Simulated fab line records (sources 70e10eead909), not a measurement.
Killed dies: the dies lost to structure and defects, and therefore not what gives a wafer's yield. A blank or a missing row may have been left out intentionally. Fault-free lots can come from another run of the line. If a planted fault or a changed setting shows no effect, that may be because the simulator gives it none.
Chamber matching / flow nand-harc / cmp-02 running NHARC_A_M0_CMP_23: 4 sister chambers
The step polishes, t overpolish 20 s, target thk 113.75 nm. 17 wafers are shown with their chamber, then 8 later ones without.

== WAFERS PAIRED WITH THEIR CHAMBERS ==
wafer=L584.1; chamber=3; motor-current-A (A)=12.5; time-to-endpoint-s (s)=33.2; retaining-ring-pressure-frac=0.999
wafer=L584.5; chamber=2; motor-current-A (A)=10.0; time-to-endpoint-s (s)=29.0; retaining-ring-pressure-frac=0.993
wafer=L584.6; chamber=3; motor-current-A (A)=12.6; time-to-endpoint-s (s)=34.1; retaining-ring-pressure-frac=1.004
wafer=L589.1; chamber=1; motor-current-A (A)=11.4; time-to-endpoint-s (s)=31.8; retaining-ring-pressure-frac=1.004
wafer=L595.2; chamber=1; motor-current-A (A)=11.7; time-to-endpoint-s (s)=30.5; retaining-ring-pressure-frac=1.003
wafer=L595.4; chamber=3; motor-current-A (A)=12.2; time-to-endpoint-s (s)=27.7; retaining-ring-pressure-frac=1.001
wafer=L595.6; chamber=3; motor-current-A (A)=12.4; time-to-endpoint-s (s)=29.1; retaining-ring-pressure-frac=1.007
wafer=L596.1; chamber=1; motor-current-A (A)=12.1; time-to-endpoint-s (s)=29.2; retaining-ring-pressure-frac=1.000
wafer=L596.2; chamber=2; motor-current-A (A)=10.1; time-to-endpoint-s (s)=28.4; retaining-ring-pressure-frac=1.004
wafer=L596.3; chamber=0; motor-current-A (A)=12.0; time-to-endpoint-s (s)=26.6; retaining-ring-pressure-frac=1.007
wafer=L597.4; chamber=0; motor-current-A (A)=11.8; time-to-endpoint-s (s)=29.6; retaining-ring-pressure-frac=1.005
wafer=L597.5; chamber=0; motor-current-A (A)=12.1; time-to-endpoint-s (s)=27.2; retaining-ring-pressure-frac=1.004
wafer=L597.6; chamber=1; motor-current-A (A)=12.2; time-to-endpoint-s (s)=27.2; retaining-ring-pressure-frac=0.993
wafer=L599.2; chamber=1; motor-current-A (A)=11.8; time-to-endpoint-s (s)=30.1; retaining-ring-pressure-frac=1.003
wafer=L599.3; chamber=2; motor-current-A (A)=10.7; time-to-endpoint-s (s)=30.2; retaining-ring-pressure-frac=1.000
wafer=L599.6; chamber=0; motor-current-A (A)=12.1; time-to-endpoint-s (s)=28.6; retaining-ring-pressure-frac=0.996
wafer=L600.1; chamber=0; motor-current-A (A)=12.7; time-to-endpoint-s (s)=29.0; retaining-ring-pressure-frac=1.001

SIGNATURES (means of the wafers above)
reading=motor-current-A; chamber 0=12.140; chamber 1=11.840; chamber 2=10.267; chamber 3=12.425; scatter within a chamber=0.309
reading=time-to-endpoint-s; chamber 0=28.200; chamber 1=29.760; chamber 2=29.200; chamber 3=31.025; scatter within a chamber=1.93
reading=retaining-ring-pressure-frac; chamber 0=1.00260; chamber 1=1.00060; chamber 2=0.99900; chamber 3=1.00275; scatter within a chamber=0.00441
Rule: a wafer lies at a distance from a chamber equal to the root of the sum of squares, over the readings, of (its reading less the chamber's mean, divided by the reading's scatter). The wafer belongs to the nearest chamber; if the next one is less than 2 further off, it can't be placed. The scatter is the square root of a quotient: the sum, over the shown wafers, of each reading's squared deviation from its chamber's mean, divided by wafers minus chambers.

== WAFERS WITH NO CHAMBER GIVEN ==
wafer=L600.4; motor-current-A (A)=11.8; time-to-endpoint-s (s)=33.2; retaining-ring-pressure-frac=1.000
wafer=L600.5; motor-current-A (A)=12.5; time-to-endpoint-s (s)=31.8; retaining-ring-pressure-frac=1.010
wafer=L601.2; motor-current-A (A)=10.4; time-to-endpoint-s (s)=27.8; retaining-ring-pressure-frac=0.998
wafer=L601.3; motor-current-A (A)=12.9; time-to-endpoint-s (s)=29.6; retaining-ring-pressure-frac=1.000
wafer=L601.4; motor-current-A (A)=11.7; time-to-endpoint-s (s)=28.7; retaining-ring-pressure-frac=1.000
wafer=L605.1; motor-current-A (A)=11.8; time-to-endpoint-s (s)=28.2; retaining-ring-pressure-frac=1.002
wafer=L605.5; motor-current-A (A)=12.1; time-to-endpoint-s (s)=27.5; retaining-ring-pressure-frac=1.007
wafer=L605.6; motor-current-A (A)=10.4; time-to-endpoint-s (s)=27.8; retaining-ring-pressure-frac=1.001

== WHICH CHAMBER EACH ONE RAN IN ==
wafer=L600.4; from the rows above=can't be placed: 1 or 3 or 0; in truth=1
wafer=L600.5; from the rows above=can't be placed: 3 or 0 or 1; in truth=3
wafer=L601.2; from the rows above=2; in truth=2
wafer=L601.3; from the rows above=can't be placed: 3 or 0 or 1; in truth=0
wafer=L601.4; from the rows above=can't be placed: 1 or 0 or 3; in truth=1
wafer=L605.1; from the rows above=can't be placed: 1 or 0 or 3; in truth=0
wafer=L605.5; from the rows above=can't be placed: 0 or 1 or 3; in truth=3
wafer=L605.6; from the rows above=2; in truth=2
2 of 8 placed correctly. Not placeable from these rows: 6 (in 6, the candidates include the true chamber). Number placed wrongly: 0.
